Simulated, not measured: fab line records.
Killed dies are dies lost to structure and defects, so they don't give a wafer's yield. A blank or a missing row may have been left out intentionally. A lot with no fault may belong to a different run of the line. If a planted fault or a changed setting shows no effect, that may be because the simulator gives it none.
Matching of chambers / flow nand harc / NHARC_A_STAIRCASE_CMP_450 on cmp-01 has 4 sister chambers
The step polishes SiO2, target thk 200 nm. 4 wafers are shown with their chamber, then 8 later ones without.

== WAFERS PAIRED WITH THEIR CHAMBERS ==
wafer=L078.1; chamber=1; motor current A (A)=14.3
wafer=L082.5; chamber=3; motor current A (A)=12.2
wafer=L091.5; chamber=2; motor current A (A)=12.5
wafer=L092.2; chamber=0; motor current A (A)=13.3

== WAFERS WITHOUT THEIR CHAMBER ==
wafer=L092.5; motor current A (A)=13.1
wafer=L092.6; motor current A (A)=11.3
wafer=L094.3; motor current A (A)=13.6
wafer=L094.4; motor current A (A)=12.0
wafer=L094.6; motor current A (A)=12.2
wafer=L097.1; motor current A (A)=16.0
wafer=L097.4; motor current A (A)=11.5
wafer=L097.5; motor current A (A)=13.0

== WHICH CHAMBER EACH WENT THROUGH ==
wafer=L092.5; from the rows above=can't be placed: 0 or 2 or 3 or 1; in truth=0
wafer=L092.6; from the rows above=can't be placed: 3 or 2 or 0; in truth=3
wafer=L094.3; from the rows above=can't be placed: 0 or 1 or 2 or 3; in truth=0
wafer=L094.4; from the rows above=can't be placed: 3 or 2 or 0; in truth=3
wafer=L094.6; from the rows above=can't be placed: 3 or 2 or 0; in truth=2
wafer=L097.1; from the rows above=can't be placed: 1 or 0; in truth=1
wafer=L097.4; from the rows above=can't be placed: 3 or 2 or 0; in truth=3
wafer=L097.5; from the rows above=can't be placed: 0 or 2 or 3 or 1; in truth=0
Placed correctly: 0 of 8. From these rows, 8 cannot be placed; in 8 the true chamber is one of the candidates. 0 placed wrongly.
How it was worked out, from the rows above alone: a wafer's distance from a chamber is the root of the sum, over the readings, of the square of ((its reading less the chamber's mean) divided by the reading's scatter). The wafer belongs to the nearest chamber; if the next one is less than 2 further off, it can't be placed. Each chamber's mean is taken over the wafers shown for it. The scatter: root of mean squared gap, hidden wafer to nearest shown wafer, with one shown wafer a chamber.
